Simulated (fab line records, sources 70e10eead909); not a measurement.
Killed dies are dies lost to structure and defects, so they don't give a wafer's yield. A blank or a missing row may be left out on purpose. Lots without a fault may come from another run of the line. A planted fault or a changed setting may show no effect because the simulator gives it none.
A struck lot beside a sound one | flow nand_harc | 14 steps out of a route of 1302
Sound: wafers L180.2, L180.4, L180.5. Struck: wafers L197.1, L197.4, L197.6. The cause comes at the end.
At each step with rows: each side's tool, then ch and its chambers, then its first start. Under that, the readings that differ: sound wafers | struck wafers | difference of the means | sigmas: that difference in standard deviations of wafers without a fault.
alike: readings whose means differ by less than 2 such deviations, and words and numbers that are the same on both sides. not compared: withheld readings, readings that some wafer has no value for, bounds like >300 that may hide the same value, and numbers for which the record gives no deviation and whose values overlap.
The two part at a step that has a row with sigmas, a row that says differs or no value, or rows on one side only. Numbers that don't overlap but have no deviation are shown without sigmas and don't part them. A reading that every wafer of one side lacks parts them only if that side has two wafers or more.

first, 1 step without rows for these wafers: NHARC_A_WL_FILL_CVD_03 (deposits W, target thk 40 nm, time 279 s).
NHARC_A_WL_FILL_ETCHBACK_04: etches the open film in NF3, target depth 60 nm, time 120 s.
  sound on rie_metal-03 ch 0,1, day 20 12:37; struck on rie_metal-03 ch 0,1, day 27 03:53
  alike: chamber_pressure_mTorr, drypump_motor_current_A, oes_product_au
  not compared: rf_hours_counter_h
NHARC_A_WL_FILL_ETCHBACK_05: etches the open film in Cl2/BCl3, target depth 22 nm, time 60 s.
  sound on rie_metal-03 ch 0,1, day 20 12:52; struck on rie_metal-03 ch 0,1, day 27 04:08
  alike: chamber_pressure_mTorr, drypump_motor_current_A, oes_product_au, temp_c
  not compared: rf_hours_counter_h
NHARC_A_WL_FILL_STRIP_27: strips in N2/H2, time 20 s.
  sound on plasma_asher-01 ch 0,1, day 20 13:00; struck on plasma_asher-01 ch 1, day 27 04:17
  alike: drypump_motor_current_A, heater_power_w, temp_c
  not compared: rf_hours_counter_h
then, 4 steps without rows for these wafers: NHARC_A_WL_FILL_STRIP_28 (strips in post etch residue remover, time 1200 s); NHARC_A_WL_FILL_PRECLEAN_06 (cleans in DIW, time 300 s); NHARC_A_WL_FILL_SRD_07; NHARC_A_WL_FILL_ANNEAL_08 (time 1800 s).
NHARC_A_WL_FILL_ALD_10: deposits SiO2, target thk 50 nm, pulse time 10 s, ald cycles 500.
  sound on ald_hk-03 ch 0,3, day 20 17:54; struck on ald_hk-03 ch 0,1,3, day 27 10:57
  alike: heater_power_w, precursor_pulse_height_rel
then, 1 step without rows for these wafers: NHARC_A_WL_FILL_ETCHBACK_16 (etches the open film in C4F8/O2/Ar, target depth 120 nm, time 24 s).
NHARC_A_WL_FILL_STRIP_29: strips in O2, time 20 s.
  sound on rie_diel-11 ch 1,2, day 20 22:37; struck on rie_diel-02 ch 2,3, day 27 14:40
  reading                         | sound          | struck         | difference | sigmas
  showerhead_plenum_p_Torr (Torr) | 3.31 3.46 3.31 | 3.77 3.66 3.77 | +0.37      | +3
  alike: drypump_motor_current_A, oes_product_au, rf_vpp_V, throttle_valve_pct
  not compared: rf_hours_counter_h
NHARC_A_WL_FILL_ETCHBACK_17: etches the open film in Cl2/BCl3, target depth 4 nm, time 26.7 s.
  sound on rie_metal-01 ch 0,1, day 20 22:43; struck on rie_metal-01 ch 0,1, day 27 14:45
  no value came back on the struck wafers for chamber_pressure_mTorr (mTorr), drypump_motor_current_A (A), oes_product_au (a.u.); on the sound wafers chamber_pressure_mTorr (mTorr) reads 9.995 10.014 9.999
  not compared: rf_hours_counter_h
then, 1 step without rows for these wafers: NHARC_A_WL_FILL_PRECLEAN_18 (cleans in dHF, time 30 s).
-- the record jumps here: 4 days lie between the struck wafers' starts before and after (it left off in module A_WL_FILL and takes up again in module END, whose first step shown is number 1302 of the route) --
NHARC_END_SORT_01:
  the record has rows for the struck wafers here (prober-01 ch 0, day 31 06:56) and none for the sound ones

WHERE THEY PART
First at NHARC_A_WL_FILL_STRIP_29; last, within this record, at NHARC_END_SORT_01.

WHY: what the simulator had put in
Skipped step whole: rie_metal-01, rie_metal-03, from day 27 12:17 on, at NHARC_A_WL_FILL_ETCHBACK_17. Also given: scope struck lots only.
